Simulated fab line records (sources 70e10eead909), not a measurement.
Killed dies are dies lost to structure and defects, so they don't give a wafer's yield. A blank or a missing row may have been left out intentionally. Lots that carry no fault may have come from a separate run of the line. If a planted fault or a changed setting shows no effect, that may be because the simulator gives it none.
Problem report, 8D (eight disciplines) form, completed by code	flow nand_harc	the parts of the form that need people (team, actions taken, sign-off) are left out

== 1. WHAT WENT WRONG ==
NHARC_P_M0_ETCH_34, oes_product_au: mean 0.864 a.u. over 1 wafer from 1 lot; wafers with no fault: 0.999 a.u., standard deviation 0.0086. That puts it -16 standard deviations away from the usual mean.
The step: etches the open film in N2/H2, target depth 40 nm, overetch 12 nm, time 43.94 s.
Earliest sighting: wafer L191.1 on rie_diel-13 at day 9 15:54. The record holds 30 wafers of 10 lots with a number at this step. Rule for "out", or "out of limits": more than 4 standard deviations from the usual mean. All remaining wafers that have a number are taken as sound.

== 2. WHAT IT IS, AND WHAT IT ISN'T ==
question	is	is not
which readings at this step	oes_product_au	drypump_motor_current_A, mfc_ar_sccm, n2_flow_sccm, rf_vpp_V, showerhead_plenum_p_Torr, throttle_valve_pct
which lots	L191	L186, L197, L198, L199, L201, L203, L204, L205, L206
which wafers of those lots	L191.1	L191.3, L191.6
read on which tools	rie_diel-13	rie_diel-04, rie_diel-08
when	from day 9 15:54	up to then (5 sound wafers); but 24 sound wafers of L197, L198, L199, L201, L203, L204, L205, L206 came after

== 3. WHAT RULES OUT EACH SUSPECT ==
Counting: any tool at a process step up to the reading remains a suspect provided it ran every lot that is out. Sound lots after the first of them don't rule it out here, since some wafers of a struck lot are sound.
- rie_diel-11 at NHARC_P_CONTACT_ETCH_31 (etches the open film in CH3F/O2, target depth 30 nm, time 85.7 s): kept. It ran the lot that is out, L191 (day 9 15:43); its last sound lot up to then is L186 (day 7 09:53). NHARC_P_CONTACT_ETCH_31: start missing for some lots; hours and lot order therefore follow NHARC_P_M0_OVL_MEAS_10.
- rie_diel-13 at NHARC_P_M0_DESCUM_14 (chemistry O2, time 3 s): kept. It ran the lot that is out, L191 (day 9 15:49); its last sound lot up to then is L186 (day 7 09:59).
- rie_diel-13 at NHARC_P_M0_ETCH_34 (etches the open film in N2/H2, target depth 40 nm, overetch 12 nm, time 43.94 s): kept. It ran the lot that is out, L191 (day 9 15:54); its last sound lot up to then is L186 (day 7 10:04). On those wafers its own readings are out: oes_product_au.
- Within rie_diel-11 at NHARC_P_CONTACT_ETCH_31, the wafers that are out were processed in chamber 0 and their sound lot-mates in chamber 3.
- rie_diel-13, NHARC_P_M0_ETCH_34: wafers that are out in chamber 0, sound lot-mates in chambers 2, 3.
After the count, these remain: rie_diel-11 at NHARC_P_CONTACT_ETCH_31, rie_diel-13 at NHARC_P_M0_DESCUM_14 and rie_diel-13 at NHARC_P_M0_ETCH_34.

== 4. THE CAUSE (what the simulator had put in) ==
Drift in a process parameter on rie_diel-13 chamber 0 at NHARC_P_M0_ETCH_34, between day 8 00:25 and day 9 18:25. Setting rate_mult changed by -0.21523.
Counting left 3 suspects, and this tool is among them.

== 5. SEQUENCE OF EFFECTS, ordered by route ==
Each row: a reading where the mean over the struck wafers with a number is more than 3 standard deviations away from the usual. Only readings for which the record gives a usual standard deviation are gone through. hours: the time from each lot's start at the first step in this table that gives one to its start at this step, as a median over the lots. sigmas: the change in usual standard deviations.
hours	step	reading	usual	on struck wafers	change	sigmas
0	NHARC_P_M0_ETCH_34	oes_product_au	0.999 a.u.	0.864	-0.135	-16
The process steps in it:
- NHARC_P_M0_ETCH_34: etches the open film in N2/H2, target depth 40 nm, overetch 12 nm, time 43.94 s.
Later steps that measure or inspect, where all struck wafers having a row at the step show a number for every such reading and not one has moved that far: NHARC_END_SORT_01.

== 6. WHAT WOULD HAVE CAUGHT IT SOONER ==
In this record no reading fell out of limits until day 9 15:54, 39 hours after the fault had begun at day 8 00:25.
